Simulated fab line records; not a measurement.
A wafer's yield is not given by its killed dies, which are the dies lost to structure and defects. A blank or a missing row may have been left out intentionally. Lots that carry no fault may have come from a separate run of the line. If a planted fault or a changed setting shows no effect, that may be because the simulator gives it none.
fab line records	flow nand_harc
[record] lots = 24	wafers = 72	last_day = 33
route steps=1302 shown P_STI@91 P_GATE@144 P_CONTACT@217
lots untouched by any fault: they come from a run of this same line in which no faults occurred
start_h: hours from the record's opening day to when the first of the lot's shown wafers began	wait_h: time in hours since the lot's previous step	" the same as in the row above	L1.1+2: a single row standing in for several wafers	- no value present, or no start provided	* or withheld: withheld	< > ~ a bound
route shown NAME@n: names a module that has steps shown in the file, with the first one's number in the route	usual: average and standard deviation across the fault-free wafers	same: alike in all rows	chamber/n: place in a boat	sites: the reading at each site	_std_site: their standard deviation	_edge_site: the outer-site mean with the inner-site mean subtracted	radius_mm: how far each site lies from the wafer's centre	mask NAME#n: copy n	behind: the last tool/chamber to shape the wafer	hold: reason for holding the lot/hours on hold/outcome of the hold	device: whichever transistor did not switch (one of n, p or np)	end of line: the route-end tests of the same wafers	a step with no rows: only its recipe	killed: count of dies lost to structure and defects at first sort (not the wafer's yield)	map: dies across one wafer; x = killed, . = not, _ = none there
set.NAME: the setting that was run; set.NAME@STEP: the one run at that earlier step	model.NAME: the simulator's own value behind a step, which no gauge read
steps of the route over a sample of lots; a table a step, a row a wafer
services: when a tool's chamber went out of use (start_h, in hours from the record's first day, below 0 if earlier), for how many hours, and the reason
[[steps]]
[step NHARC_P_STI_CD_MEAS_16]
[usual] cd_nm = 199.8/2.3
lot.wafer	tool	chamber	start_h	wait_h	cd_nm
L074.3	cd_sem-03	-	46.42	-	199.5
L074.4	"	-	"	"	197.4
L074.6	"	-	"	"	198.4
L075.3	cd_sem-01	-	54.08	-	201.2
L075.4	"	-	"	"	200.5
L075.5	"	-	"	"	200.3
L076.1	cd_sem-03	-	66.37	-	201.0
L076.2	"	-	"	"	199.7
L076.4	"	-	"	"	195.9
L077.1	cd_sem-01	-	74.37	-	203.9
L077.4	"	-	"	"	200.4
L077.6	"	-	"	"	198.5
L078.1	cd_sem-02	-	85.41	-	197.4
L078.5	"	-	"	"	196.4
L078.6	"	-	"	"	196.8
L079.1	cd_sem-02	-	94.22	-	198.5
L079.2	"	-	"	"	201.3
L079.6	"	-	"	"	202.0
L080.1	cd_sem-03	-	103.40	-	200.5
L080.4	"	-	"	"	196.6
L080.5	"	-	"	"	197.9
L081.2	cd_sem-03	-	113.01	-	196.8
L081.3	"	-	"	"	197.1
L081.6	"	-	"	"	197.0
L082.1	cd_sem-03	-	123.94	-	201.8
L082.2	"	-	"	"	202.1
L082.4	"	-	"	"	202.7
L083.3	cd_sem-01	-	134.36	-	197.2
L083.5	"	-	"	"	198.7
L083.6	"	-	"	"	197.6
L084.4	cd_sem-03	-	146.93	-	199.6
L084.5	"	-	"	"	195.1
L084.6	"	-	"	"	200.2
L085.1	cd_sem-03	-	157.50	-	200.1
L085.3	"	-	"	"	200.9
L085.5	"	-	"	"	201.9
L086.3	cd_sem-02	-	166.16	-	202.3
L086.5	"	-	"	"	201.1
L086.6	"	-	"	"	201.4
L087.1	cd_sem-02	-	173.25	-	200.1
L087.2	"	-	"	"	200.8
L087.5	"	-	"	"	199.4
L088.3	cd_sem-03	-	185.07	-	201.6
L088.4	"	-	"	"	202.3
L088.6	"	-	"	"	199.9
L089.1	cd_sem-02	-	193.21	-	198.2
L089.3	"	-	"	"	199.7
L089.6	"	-	"	"	197.6
L090.3	cd_sem-01	-	203.01	-	202.5
L090.4	"	-	"	"	201.6
L090.5	"	-	"	"	202.6
L091.3	cd_sem-03	-	213.65	-	198.0
L091.5	"	-	"	"	199.3
L091.6	"	-	"	"	196.6
L092.1	cd_sem-02	-	224.73	-	198.3
L092.3	"	-	"	"	199.7
L092.6	"	-	"	"	200.3
L093.1	cd_sem-01	-	238.32	-	202.6
L093.2	"	-	"	"	204.8
L093.6	"	-	"	"	204.3
L094.2	cd_sem-03	-	248.30	-	196.1
L094.3	"	-	"	"	197.9
L094.6	"	-	"	"	196.4
L095.2	cd_sem-01	-	252.86	-	201.5
L095.3	"	-	"	"	201.1
L095.4	"	-	"	"	196.8
L096.1	cd_sem-02	-	263.66	-	199.4
L096.2	"	-	"	"	198.6
L096.3	"	-	"	"	202.0
L097.1	cd_sem-01	-	273.92	-	203.5
L097.5	"	-	"	"	200.7
L097.6	"	-	"	"	203.0
[step NHARC_P_GATE_DESCUM_31]
[recipe] time_s = 3	o2_flow_sccm = 200	ar_flow_sccm = 0	bias_power_w = 0	chemistry = O2
[usual] chamber_pressure_mTorr = 60.00/0.056	drypump_motor_current_A = 5.6/0.38	oes_product_au = 0.998/0.0088	rf_vpp_V = 58.1/0.89	showerhead_plenum_p_Torr = 1.94/0.089	throttle_valve_pct = 11.313/0.0085
lot.wafer	tool	chamber	start_h	wait_h	chamber_pressure_mTorr	drypump_motor_current_A	oes_product_au	rf_hours_counter_h	rf_vpp_V	showerhead_plenum_p_Torr	throttle_valve_pct
L074.3	rie_diel-07	0	99.65	0.1	59.94	5.2	1.010	7.2	57.1	1.93	11.313
L074.4	"	1	"	"	60.08	5.4	1.004	7.1	57.4	2.02	11.312
L074.6	"	2	"	"	59.97	5.7	1.001	-	58.9	2.06	11.299
L075.4	rie_diel-07	0	106.43	0.1	60.03	5.2	1.010	7.3	56.0	1.93	11.313
L075.3	"	1	"	"	59.98	5.4	1.000	7.3	58.4	2.02	11.309
L075.5	"	1	"	"	60.01	5.4	1.008	-	58.3	2.02	11.315
L076.1	rie_diel-12	1	117.91	0.1	59.96	5.2	1.002	1.1	57.0	1.82	11.324
L076.2	"	3	"	"	60.02	5.9	1.010	0.6	58.9	1.97	11.314
L076.4	"	0	"	"	59.95	6.0	0.988	0.6	55.5	1.81	11.302
L077.1	rie_diel-03	3	126.27	0.1	59.99	6.3	1.002	1.3	57.9	1.95	11.319
L077.4	"	0	"	"	60.00	5.0	0.991	0.9	57.9	1.95	11.304
L077.6	"	2	"	"	59.90	5.3	1.008	-	58.2	1.99	11.312
L078.1	rie_diel-07	0	139.73	0.1	60.04	5.2	0.998	1.5	58.8	1.93	11.321
L078.6	"	1	"	"	59.99	5.4	0.986	-	58.8	2.02	11.308
L078.5	"	0	"	"	60.00	5.2	0.993	-	58.8	1.93	11.335
L079.2	rie_diel-03	3	150.44	0.1	59.86	6.3	1.001	2.3	57.5	1.95	11.291
L079.1	"	0	"	"	59.93	5.0	1.002	2.1	58.9	1.95	11.313
L079.6	"	3	"	"	60.02	6.2	1.008	-	58.0	1.95	11.308
L080.1	rie_diel-12	1	155.75	0.1	59.93	5.2	1.006	3.9	58.1	1.82	11.328
L080.4	"	2	"	"	59.96	5.5	1.002	4.6	59.3	2.02	11.302
L080.5	"	0	"	"	59.96	6.0	0.994	-	57.3	1.81	11.293
L081.2	rie_diel-03	3	173.88	0.1	59.86	6.3	0.987	2.6	58.2	1.95	11.319
L081.3	"	1	"	"	59.94	5.8	0.980	2.7	58.7	1.78	11.304
L081.6	"	3	"	"	59.94	6.3	1.004	-	57.3	1.95	11.320
L082.1	rie_diel-03	3	180.01	0.1	60.01	6.2	1.007	2.7	58.2	1.95	11.297
L082.2	"	0	"	"	60.13	5.0	1.001	2.4	59.2	1.95	11.302
L082.4	"	1	"	"	60.04	5.8	0.990	2.8	56.8	1.78	11.317
L083.3	rie_diel-12	1	187.71	0.1	60.00	5.2	1.002	4.8	56.5	1.82	11.315
L083.5	"	2	"	"	60.02	5.5	1.001	-	57.5	2.02	11.327
L083.6	"	3	"	"	60.07	6.0	1.006	-	59.5	1.97	11.318
L084.4	rie_diel-12	0	204.64	0.1	59.99	6.0	0.986	5.1	58.5	1.81	11.307
L084.6	"	1	"	"	59.97	5.2	0.995	-	58.9	1.82	11.322
L084.5	"	2	"	"	60.03	5.5	0.999	-	58.0	2.02	11.322
L085.3	rie_diel-03	1	212.81	0.1	60.04	5.7	0.991	3.3	59.0	1.78	11.311
L085.1	"	0	"	"	60.05	5.0	0.989	3.0	59.0	1.95	11.326
L085.5	"	2	"	"	60.06	5.3	1.005	-	57.6	1.99	11.318
L086.3	rie_diel-12	0	218.98	0.1	60.08	6.0	0.986	6.2	57.8	1.81	11.311
L086.5	"	3	"	"	60.05	5.9	1.021	-	58.5	1.97	11.322
L086.6	"	0	"	"	60.06	6.0	0.995	-	56.6	1.81	11.312
L087.1	rie_diel-03	1	222.82	0.1	59.99	5.8	0.977	5.1	57.9	1.78	11.318
L087.2	"	2	"	"	59.96	5.3	0.997	5.4	60.8	1.99	11.313
L087.5	"	0	"	"	60.01	4.9	0.998	-	59.5	1.95	11.316
L088.3	rie_diel-07	3	246.25	0.1	60.06	5.8	0.988	8.1	57.8	2.05	11.313
L088.4	"	2	"	"	59.98	5.7	0.988	7.3	59.6	2.05	11.313
L088.6	"	0	"	"	60.00	5.2	0.996	-	58.1	1.93	11.313
L089.1	rie_diel-03	1	246.88	0.1	60.01	5.8	0.999	7.0	57.3	1.78	11.310
L089.3	"	2	"	"	59.97	5.3	1.008	7.8	57.7	1.99	11.330
L089.6	"	0	"	"	59.96	5.0	1.002	-	57.8	1.95	11.314
L090.4	rie_diel-03	2	264.37	0.1	60.00	5.3	1.002	8.0	58.4	1.99	11.293
L090.3	"	0	"	"	60.06	5.0	1.000	5.6	58.1	1.95	11.312
L090.5	"	2	"	"	60.00	5.3	1.002	-	57.1	1.99	11.308
L091.3	rie_diel-03	2	273.14	0.1	60.04	5.2	0.993	9.5	59.1	1.99	11.315
L091.5	"	1	"	"	59.91	5.8	0.975	-	58.7	1.78	11.314
L091.6	"	2	"	"	59.88	5.3	0.995	-	58.1	1.99	11.323
L092.1	rie_diel-07	1	278.04	0.1	60.06	5.4	1.006	9.5	57.5	2.01	11.312
L092.3	"	2	"	"	59.90	5.7	1.002	8.7	57.8	2.05	11.310
L092.6	"	2	"	"	59.99	5.7	0.992	-	57.8	2.05	11.319
L093.2	rie_diel-12	2	289.85	0.1	60.05	5.5	1.020	0.3	58.3	2.02	11.311
L093.1	"	3	"	"	59.96	5.9	0.996	0.3	58.1	1.97	11.315
L093.6	"	3	"	"	60.12	6.0	1.001	-	58.6	1.97	11.313
L094.3	rie_diel-03	1	300.90	0.1	59.86	5.8	0.989	0.2	56.2	1.78	11.327
L094.2	"	3	"	"	59.98	6.2	0.994	0.2	58.6	1.95	11.302
L094.6	"	3	"	"	60.06	6.3	1.008	-	58.8	1.95	11.314
L095.2	rie_diel-12	0	310.18	0.1	60.00	6.0	1.000	1.5	57.6	1.81	11.307
L095.3	"	2	"	"	59.94	5.5	1.012	1.9	56.7	2.02	11.309
L095.4	"	3	"	"	60.17	5.9	0.990	2.0	58.4	1.97	11.306
L096.3	rie_diel-07	3	315.47	0.1	59.93	5.8	0.991	0.1	57.7	2.05	11.311
L096.2	"	0	"	"	60.04	5.2	1.001	0.1	58.0	1.93	11.318
L096.1	"	1	"	"	60.05	5.4	0.993	0.1	57.1	2.01	11.313
L097.1	rie_diel-03	3	326.73	0.1	59.95	6.2	0.995	1.6	58.0	1.95	11.304
L097.5	"	2	"	"	59.99	5.3	1.001	-	58.9	1.99	11.310
L097.6	"	3	"	"	60.01	6.2	1.001	-	58.4	1.95	11.316
[step NHARC_P_GATE_STRIP_112]
[recipe] power_w = 1500	temp_c = 110	time_s = 200	chemistry = N2/H2
[usual] drypump_motor_current_A = 5.9/0.41	heater_power_w = 92/12
lot.wafer	tool	chamber	start_h	wait_h	drypump_motor_current_A	heater_power_w	rf_hours_counter_h
L074.4	plasma_asher-01	1	113.76	0.2	5.4	107	-
L074.3	"	0	"	"	5.8	99	-
L074.6	"	0	"	"	5.8	99	-
L075.4	plasma_asher-02	1	120.43	0.2	6.5	74	-
L075.3	"	0	"	"	5.7	90	-
L075.5	"	0	"	"	5.7	90	-
L076.2	plasma_asher-01	0	131.84	0.2	5.9	100	26
L076.1	"	1	"	"	5.4	105	26
L076.4	"	1	"	"	5.4	105	-
L077.1	plasma_asher-02	1	140.28	0.2	6.5	75	12
L077.4	"	1	"	"	6.6	75	-
L077.6	"	1	"	"	6.6	74	-
L078.1	plasma_asher-01	0	153.88	0.2	5.8	99	32
L078.6	"	0	"	"	5.8	100	-
L078.5	"	1	"	"	5.4	108	-
L079.1	plasma_asher-02	0	164.59	0.2	5.7	91	17
L079.2	"	1	"	"	6.6	74	17
L079.6	"	0	"	"	5.7	90	-
L080.1	plasma_asher-02	0	169.91	0.2	5.6	89	19
L080.4	"	1	"	"	6.5	74	-
L080.5	"	1	"	"	6.6	76	-
L081.2	plasma_asher-01	0	187.89	0.2	5.8	99	2
L081.3	"	1	"	"	5.4	103	-
L081.6	"	1	"	"	5.4	101	-
L082.2	plasma_asher-02	1	193.85	0.2	6.5	76	24
L082.1	"	0	"	"	5.7	90	24
L082.4	"	1	"	"	6.5	74	-
L083.3	plasma_asher-01	0	201.82	0.2	5.9	100	-
L083.6	"	0	"	"	5.9	101	-
L083.5	"	1	"	"	5.4	105	-
L084.4	plasma_asher-01	0	218.64	0.2	5.9	102	-
L084.5	"	0	"	"	5.8	101	-
L084.6	"	1	"	"	5.4	105	-
L085.1	plasma_asher-01	1	226.70	0.2	5.4	105	8
L085.3	"	0	"	"	5.9	100	-
L085.5	"	0	"	"	5.8	100	-
L086.3	plasma_asher-01	1	233.02	0.2	5.5	103	-
L086.5	"	1	"	"	5.5	105	-
L086.6	"	0	"	"	5.8	100	-
L087.2	plasma_asher-01	0	236.66	0.2	5.8	102	11
L087.1	"	1	"	"	5.4	103	11
L087.5	"	1	"	"	5.4	104	-
L088.3	plasma_asher-01	1	260.54	0.2	5.4	102	-
L088.4	"	0	"	"	5.8	101	-
L088.6	"	0	"	"	5.9	102	-
L089.1	plasma_asher-02	1	261.05	0.2	6.5	74	0
L089.3	"	0	"	"	5.7	93	-
L089.6	"	1	"	"	6.5	74	-
L090.3	plasma_asher-02	1	278.37	0.2	6.6	73	-
L090.4	"	0	"	"	5.7	93	-
L090.5	"	1	"	"	6.5	74	-
L091.3	plasma_asher-02	1	289.45	0.2	6.5	73	-
L091.6	"	1	"	"	6.5	74	-
L091.5	"	0	"	"	5.7	93	-
L092.1	plasma_asher-02	0	292.16	0.2	5.7	94	8
L092.3	"	1	"	"	6.5	74	-
L092.6	"	1	"	"	6.5	73	-
L093.1	plasma_asher-01	1	303.88	0.2	5.4	105	24
L093.2	"	0	"	"	5.9	101	24
L093.6	"	0	"	"	5.9	103	-
L094.2	plasma_asher-02	0	317.29	0.2	5.7	93	12
L094.3	"	1	"	"	6.5	72	-
L094.6	"	0	"	"	5.6	94	-
L095.2	plasma_asher-02	1	324.17	0.2	6.5	73	14
L095.4	"	0	"	"	5.7	93	-
L095.3	"	1	"	"	6.5	74	-
L096.1	plasma_asher-01	1	329.37	0.2	5.4	105	29
L096.2	"	0	"	"	5.9	100	29
L096.3	"	1	"	"	5.4	103	-
L097.1	plasma_asher-02	0	342.97	0.5	5.7	90	18
L097.5	"	1	"	"	6.5	75	-
L097.6	"	0	"	"	5.7	92	-
[step NHARC_P_GATE_STRIP_76]
[recipe] power_w = 1500	temp_c = 250	chemistry = O2
[usual] drypump_motor_current_A = 5.9/0.4	heater_power_w = 346/44
lot.wafer	tool	chamber	start_h	wait_h	drypump_motor_current_A	heater_power_w	rf_hours_counter_h
L074.4	plasma_asher-01	1	113.96	0.2	5.4	401	-
L074.3	"	0	"	"	5.8	374	-
L074.6	"	0	"	"	5.8	378	-
L075.4	plasma_asher-02	1	120.63	0.2	6.5	283	-
L075.3	"	0	"	"	5.7	339	-
L075.5	"	0	"	"	5.7	337	-
L076.2	plasma_asher-01	0	132.10	0.2	5.9	369	26
L076.1	"	1	"	"	5.4	400	26
L076.4	"	1	"	"	5.5	394	-
L077.1	plasma_asher-02	1	140.51	0.2	6.6	284	12
L077.4	"	1	"	"	6.5	281	-
L077.6	"	1	"	"	6.5	278	-
L078.1	plasma_asher-01	0	154.14	0.2	5.8	367	32
L078.6	"	0	"	"	5.8	370	-
L078.5	"	1	"	"	5.5	396	-
L079.1	plasma_asher-02	0	164.85	0.2	5.7	330	17
L079.2	"	1	"	"	6.5	282	17
L079.6	"	0	"	"	5.7	338	-
L080.1	plasma_asher-02	0	170.14	0.2	5.6	327	19
L080.4	"	1	"	"	6.5	280	-
L080.5	"	1	"	"	6.5	277	-
L081.2	plasma_asher-01	0	188.11	0.2	5.8	371	2
L081.3	"	1	"	"	5.5	381	-
L081.6	"	1	"	"	5.4	393	-
L082.2	plasma_asher-02	1	194.12	0.2	6.5	279	25
L082.1	"	0	"	"	5.7	329	25
L082.4	"	1	"	"	6.5	278	-
L083.3	plasma_asher-01	0	202.01	0.2	5.8	386	-
L083.6	"	0	"	"	5.9	372	-
L083.5	"	1	"	"	5.5	387	-
L084.4	plasma_asher-01	0	218.83	0.2	5.8	373	-
L084.5	"	0	"	"	5.8	372	-
L084.6	"	1	"	"	5.4	401	-
L085.1	plasma_asher-01	1	226.96	0.2	5.5	396	8
L085.3	"	0	"	"	5.8	383	-
L085.5	"	0	"	"	5.8	378	-
L086.3	plasma_asher-01	1	233.22	0.2	5.4	386	-
L086.5	"	1	"	"	5.4	393	-
L086.6	"	0	"	"	5.8	380	-
L087.2	plasma_asher-01	0	236.92	0.2	5.8	377	11
L087.1	"	1	"	"	5.5	383	11
L087.5	"	1	"	"	5.5	384	-
L088.3	plasma_asher-01	1	260.74	0.2	5.5	388	-
L088.4	"	0	"	"	5.9	374	-
L088.6	"	0	"	"	5.9	378	-
L089.1	plasma_asher-02	1	261.28	0.2	6.6	271	1
L089.3	"	0	"	"	5.7	341	-
L089.6	"	1	"	"	6.5	274	-
L090.3	plasma_asher-02	1	278.56	0.2	6.5	273	-
L090.4	"	0	"	"	5.7	346	-
L090.5	"	1	"	"	6.5	281	-
L091.3	plasma_asher-02	1	289.65	0.2	6.5	276	-
L091.6	"	1	"	"	6.5	278	-
L091.5	"	0	"	"	5.7	345	-
L092.1	plasma_asher-02	0	292.42	0.2	5.7	352	8
L092.3	"	1	"	"	6.5	269	-
L092.6	"	1	"	"	6.5	272	-
L093.1	plasma_asher-01	1	304.14	0.2	5.5	401	24
L093.2	"	0	"	"	5.9	370	24
L093.6	"	0	"	"	5.9	381	-
L094.2	plasma_asher-02	0	317.55	0.2	5.7	343	12
L094.3	"	1	"	"	6.6	277	-
L094.6	"	0	"	"	5.7	348	-
L095.2	plasma_asher-02	1	324.39	0.2	6.6	283	14
L095.4	"	0	"	"	5.7	340	-
L095.3	"	1	"	"	6.6	277	-
L096.1	plasma_asher-01	1	329.63	0.2	5.4	384	30
L096.2	"	0	"	"	5.8	374	30
L096.3	"	1	"	"	5.4	381	-
L097.1	plasma_asher-02	0	343.20	0.2	5.7	338	18
L097.5	"	1	"	"	6.6	275	-
L097.6	"	0	"	"	5.7	343	-
[step NHARC_P_CONTACT_DEP_30]
[recipe] target_thk_a = 300	temp_c = 400	target_thk_nm = 30	flow_sccm = 200	rf_w = 450	material = SiNx
[usual] heater_power_w = 745/120
lot.wafer	tool	chamber	start_h	wait_h	heater_power_w
L074.3	pecvd-04	2	122.08	0.1	729
L074.4	"	1	"	"	750
L074.6	"	2	"	"	721
L075.3	pecvd-02	0	124.85	0.1	545
L075.4	"	2	"	"	557
L075.5	"	1	"	"	863
L076.2	pecvd-02	0	136.21	0.1	604
L076.1	"	1	"	"	785
L076.4	"	2	"	"	597
L077.1	pecvd-04	2	144.73	0.1	814
L077.4	"	0	"	"	878
L077.6	"	2	"	"	803
L078.1	pecvd-04	0	158.42	0.1	942
L078.6	"	0	"	"	951
L078.5	"	2	"	"	769
L079.2	pecvd-01	2	168.77	0.1	643
L079.1	"	1	"	"	771
L079.6	"	1	"	"	770
L080.1	pecvd-04	1	174.36	0.1	627
L080.4	"	0	"	"	959
L080.5	"	1	"	"	628
L081.2	pecvd-04	0	192.16	0.1	802
L081.3	"	2	"	"	789
L081.6	"	0	"	"	798
L082.1	pecvd-01	0	198.23	0.1	614
L082.2	"	1	"	"	769
L082.4	"	0	"	"	628
L083.3	pecvd-02	0	206.05	0.1	599
L083.6	"	0	"	"	613
L083.5	"	2	"	"	669
L084.5	pecvd-02	1	222.85	0.2	867
L084.6	"	2	"	"	558
L084.4	"	0	"	"	520
L085.3	pecvd-04	2	231.04	0.1	774
L085.1	"	1	"	"	751
L085.5	"	0	"	"	923
L086.3	pecvd-01	1	237.12	0.1	874
L086.5	"	1	"	"	857
L086.6	"	0	"	"	573
L087.1	pecvd-02	0	241.05	0.1	582
L087.2	"	1	"	"	842
L087.5	"	0	"	"	569
L088.3	pecvd-04	1	265.01	0.3	723
L088.4	"	0	"	"	848
L088.6	"	1	"	"	771
L089.1	pecvd-01	2	265.31	0.1	635
L089.3	"	0	"	"	656
L089.6	"	2	"	"	623
L090.3	pecvd-04	1	282.54	0.1	663
L090.4	"	2	"	"	793
L090.5	"	1	"	"	654
L091.3	pecvd-04	2	293.60	0.1	742
L091.6	"	1	"	"	767
L091.5	"	0	"	"	1011
L092.3	pecvd-02	0	296.50	0.1	650
L092.1	"	1	"	"	931
L092.6	"	2	"	"	622
L093.1	pecvd-04	1	308.13	0.1	769
L093.2	"	0	"	"	916
L093.6	"	1	"	"	779
L094.2	pecvd-04	0	321.48	0.1	896
L094.3	"	1	"	"	690
L094.6	"	1	"	"	685
L095.2	pecvd-04	2	328.42	0.1	761
L095.3	"	1	"	"	745
L095.4	"	1	"	"	755
L096.1	pecvd-01	1	333.58	0.1	733
L096.2	"	2	"	"	633
L096.3	"	0	"	"	756
L097.1	pecvd-04	1	347.26	0.1	655
L097.6	"	2	"	"	687
L097.5	"	0	"	"	923
[step NHARC_P_CONTACT_INSPECT_14]
[usual] raw_defect_count = 4.0/2.5
lot.wafer	tool	chamber	start_h	wait_h	raw_defect_count
L074.3	defect_inspect-01	-	123.58	0.0	4
L074.4	"	-	"	"	0
L074.6	"	-	"	"	4
L075.3	defect_inspect-02	-	126.35	0.0	5
L075.4	"	-	"	"	9
L075.5	"	-	"	"	7
L076.1	defect_inspect-01	-	137.84	0.0	6
L076.2	"	-	"	"	2
L076.4	"	-	"	"	3
L077.1	defect_inspect-02	-	146.32	0.0	4
L077.4	"	-	"	"	2
L077.6	"	-	"	"	2
L078.1	defect_inspect-01	-	160.08	0.0	4
L078.5	"	-	"	"	2
L078.6	"	-	"	"	3
L079.1	defect_inspect-01	-	170.32	0.0	5
L079.2	"	-	"	"	2
L079.6	"	-	"	"	1
L080.1	defect_inspect-01	-	175.95	0.0	5
L080.4	"	-	"	"	2
L080.5	"	-	"	"	4
L081.2	defect_inspect-02	-	193.82	0.0	7
L081.3	"	-	"	"	2
L081.6	"	-	"	"	7
L082.1	defect_inspect-02	-	199.73	0.0	1
L082.2	"	-	"	"	2
L082.4	"	-	"	"	4
L083.3	defect_inspect-02	-	207.59	0.0	4
L083.5	"	-	"	"	9
L083.6	"	-	"	"	3
L084.4	defect_inspect-02	-	224.39	0.0	1
L084.5	"	-	"	"	3
L084.6	"	-	"	"	2
L085.1	defect_inspect-02	-	232.71	0.0	1
L085.3	"	-	"	"	3
L085.5	"	-	"	"	2
L086.3	defect_inspect-02	-	238.79	0.0	3
L086.5	"	-	"	"	2
L086.6	"	-	"	"	3
L087.1	defect_inspect-02	-	242.68	0.0	1
L087.2	"	-	"	"	3
L087.5	"	-	"	"	2
L088.3	defect_inspect-01	-	266.47	0.0	3
L088.4	"	-	"	"	2
L088.6	"	-	"	"	3
L089.1	defect_inspect-01	-	266.86	0.0	5
L089.3	"	-	"	"	3
L089.6	"	-	"	"	2
L090.3	defect_inspect-01	-	284.16	0.0	6
L090.4	"	-	"	"	5
L090.5	"	-	"	"	0
L091.3	defect_inspect-02	-	295.23	0.0	3
L091.5	"	-	"	"	11
L091.6	"	-	"	"	4
L092.1	defect_inspect-02	-	298.00	0.0	3
L092.3	"	-	"	"	10
L092.6	"	-	"	"	4
L093.1	defect_inspect-02	-	309.69	0.0	14
L093.2	"	-	"	"	6
L093.6	"	-	"	"	10
L094.2	defect_inspect-01	-	323.28	0.0	7
L094.3	"	-	"	"	4
L094.6	"	-	"	"	10
L095.2	defect_inspect-02	-	330.10	0.0	5
L095.3	"	-	"	"	4
L095.4	"	-	"	"	3
L096.1	defect_inspect-02	-	335.24	0.0	2
L096.2	"	-	"	"	5
L096.3	"	-	"	"	7
L097.1	defect_inspect-02	-	348.84	0.0	3
L097.5	"	-	"	"	4
L097.6	"	-	"	"	6
[[services]]
tool	chamber	start_h	hours	kind
rie_diel-07	-	79.67	1.5	repair
rie_diel-12	0	82.30	4.3	repair
pecvd-04	-	88.40	13.0	pm
rie_diel-12	-	91.45	9.0	pm
rie_diel-03	-	104.30	9.0	pm
rie_diel-12	-	114.67	1.5	repair
rie_diel-03	2	159.24	7.9	repair
plasma_asher-01	-	165.00	9.0	pm
pecvd-04	-	198.56	10.6	repair
rie_diel-03	3	224.14	8.0	repair
rie_diel-12	0	226.33	6.4	repair
plasma_asher-01	-	244.74	4.2	repair
pecvd-04	-	244.96	1.6	repair
plasma_asher-02	-	249.60	9.0	pm
rie_diel-03	1	252.92	2.5	repair
plasma_asher-02	-	260.07	0.5	repair
rie_diel-12	0	266.80	9.4	repair
rie_diel-12	-	268.45	9.0	pm
pecvd-04	-	269.40	13.0	pm
rie_diel-03	-	281.30	9.0	pm
rie_diel-12	1	288.13	6.1	repair
rie_diel-03	0	297.68	25.2	repair
rie_diel-12	2	303.32	3.3	repair
plasma_asher-01	-	342.00	9.0	pm
[[key]]
fault none
